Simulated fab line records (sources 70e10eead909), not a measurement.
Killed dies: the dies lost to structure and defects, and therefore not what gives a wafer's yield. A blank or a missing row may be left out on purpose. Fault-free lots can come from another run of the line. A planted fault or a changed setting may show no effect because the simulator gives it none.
A struck lot beside a sound one | flow nandHarc | 15 steps out of a route of 1302
Sound: the wafers L572.3, L572.4, L572.5. Struck: wafer L579.6 (left out: L579.4, a lot-mate that was not struck); the cause follows at the end.
Order at every step that has rows: each side's tool, ch and its chambers, its first start. Under that, the readings that differ: sound wafers | struck wafers | difference of the means | sigmas: that difference in standard deviations of wafers without a fault.
alike: a reading whose means differ by less than 2 such deviations, as well as words and numbers matching on both sides. not compared: withheld readings; readings where some wafer has no value; bounds like >300 that might hide an equal value; numbers whose values overlap and for which the record gives no deviation.
Wherever a step has rows on one side only, a row that says differs or no value, or a row with sigmas, the two part there. Numbers that don't overlap but have no deviation are shown without sigmas and don't part them. A reading missing from all wafers of one side parts the sides only when that side holds two or more wafers.

NHARC_P_GATE_DESCUM_13: chemistry O2, time 3 s.
  sound on rieDiel-03 ch 1,3, day 5 20:40; struck on rieDiel-11 ch 2, day 8 21:53
  alike: drypumpMotorCurrentA, oesProductAu, rfVppV, showerheadPlenumPTorr, throttleValvePct
  not compared: rfHoursCounterH
then, 6 steps without rows for these wafers: NHARC_P_GATE_ETCH_14 (etches SiO2 in dHF, target depth 48.8 nm); NHARC_P_GATE_STRIP_15 (strips in SPM, time 780 s); NHARC_P_GATE_PRECLEAN_71 (cleans in SC1); NHARC_P_GATE_SRD_72; NHARC_P_GATE_OXIDE_16 (material SiO2, target thk 3 nm, ox time 392 s); NHARC_P_GATE_CVD_17 (deposits poly-Si, target thk 150 nm, time 900 s).
NHARC_P_GATE_HM_DEP_102: deposits aC, target thk 120 nm.
  sound on aclDep-01 ch 0, day 6 09:02; struck on aclDep-01 ch 0, day 9 15:17
  alike: throttleValvePct
NHARC_P_GATE_DEP_103: deposits SiON, target thk 30 nm.
  sound on pecvd-03 ch 1,2, day 6 09:29; struck on pecvd-02 ch 2, day 9 15:43
  alike: heaterPowerW
then, 3 steps without rows for these wafers: NHARC_P_GATE_DEHYDRATE_18 (time 120 s); NHARC_P_GATE_HMDS_19 (time 30 s); NHARC_P_GATE_COAT_20 (resist thk 90 nm).
NHARC_P_GATE_SOFTBAKE_21: time 55 s.
  sound on lithoTrack-06 ch 0, day 6 09:00; struck on lithoTrack-01 ch 0, day 9 15:00
reading               | sound                | struck | difference | sigmas
heaterPowerTotalW (W) | 188.34 188.57 188.65 | 207.95 | +19.43     | +99 or more
following that, these wafers have no rows for 1 step: NHARC_P_GATE_EBR_22.
-- record jumps: 19 days between struck wafers' starts before vs after; left off in module P_GATE, resumes in module END, first step shown is number 1302 of the route --
NHARC_END_SORT_01:
  sound on prober-01 ch 0, day 25 08:41; struck on prober-02 ch 0, day 29 02:19
reading           | sound | struck | difference | sigmas
killedAtPeriphery | 2 5 8 | 11     | +6         | +2
  alike: killedAtArray, killedAtOther, killedDies, killedOpen, killedShort

## WHERE THEY PART
Earliest at NHARC_P_GATE_SOFTBAKE_21; latest, in this record, at NHARC_END_SORT_01.

WHY: what the simulator had put in
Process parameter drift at NHARC_P_GATE_SOFTBAKE_21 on lithoTrack-01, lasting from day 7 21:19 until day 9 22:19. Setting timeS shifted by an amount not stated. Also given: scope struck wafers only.
